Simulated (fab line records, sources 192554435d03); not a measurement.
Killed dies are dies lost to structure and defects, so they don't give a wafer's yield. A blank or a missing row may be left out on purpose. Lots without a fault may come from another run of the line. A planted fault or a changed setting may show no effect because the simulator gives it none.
Problem report in the 8D (eight disciplines) form, filled by code | flow n5_finfet | the parts of the form that need people (team, actions taken, sign-off) are left out

1. THE PROBLEM
spin_speed_rpm at N5_MOL_CONTACT_COAG_COAT_62 reads a mean of 1448.9 rpm on 9 wafers of 3 lots; wafers without a fault read 1499.7 rpm with a standard deviation of 0.92. That is -55 standard deviations from the usual mean.
The step: time 60 s, resist thk 60 nm.
First seen on wafer L374.1, day 8 18:14, on litho_track-01. The record holds 15 wafers of 5 lots with a number at this step. Rule for "out", or "out of limits": more than 4 standard deviations from the usual mean. The other wafers with a number count as sound.

2. WHAT IT IS AND WHAT IT IS NOT
question                    | is                     | is not
which readings at this step | spin_speed_rpm         | exhaust_pa
which lots                  | L374, L375, L376       | L362, L379
which wafers of those lots  | all that have a number | -
read on which tools         | litho_track-01         | litho_track-04
when                        | from day 8 18:14       | up to then (3 sound wafers); but 3 sound wafers of L379 came after

3. SUSPECTS, AND WHAT RULES EACH OUT
Counting: a tool at a process step up to the reading stays a suspect if it ran every lot that is out and no sound lot after the first of them.
- litho_track-01 at N5_MOL_CONTACT_COAG_COAT_62 (time 60 s, resist thk 60 nm): kept. It ran every lot that is out, first L374 (day 8 18:14), and no sound lot after that; its last sound lot up to then is L362 (day 5 10:46). Its own readings are out on those wafers: spin_speed_rpm.
Left after counting: litho_track-01 at N5_MOL_CONTACT_COAG_COAT_62.

4. THE CAUSE (what the simulator had put in)
Process parameter drift: litho_track-01, from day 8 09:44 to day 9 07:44, at N5_MOL_CONTACT_COAG_COAT_62. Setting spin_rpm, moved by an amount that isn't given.
Counting left only this tool.

5. THE CHAIN OF EFFECTS, in route order
Each row: a reading whose mean over the struck wafers that have a number lies more than 3 standard deviations from the usual. Only readings for which the record gives a usual standard deviation are gone through. hours: the time from each lot's start at the first step in this table that gives one to its start at this step, as a median over the lots. sigmas: the change in usual standard deviations.
hours | step                        | reading        | usual      | on struck wafers | change | sigmas
0     | N5_MOL_CONTACT_COAG_COAT_62 | spin_speed_rpm | 1499.7 rpm | 1448.9           | -50.8  | -55
The process steps in it:
- N5_MOL_CONTACT_COAG_COAT_62: time 60 s, resist thk 60 nm.
Later measuring or inspecting steps at which every struck wafer that the step has a row for has a number for every such reading, and none has moved that far: N5_BEOL_M4_RC_MEAS_101.

6. WHAT WOULD HAVE CAUGHT IT SOONER
In this record the first reading out of limits was taken at day 8 18:14, 8 hours after the fault began at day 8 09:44.
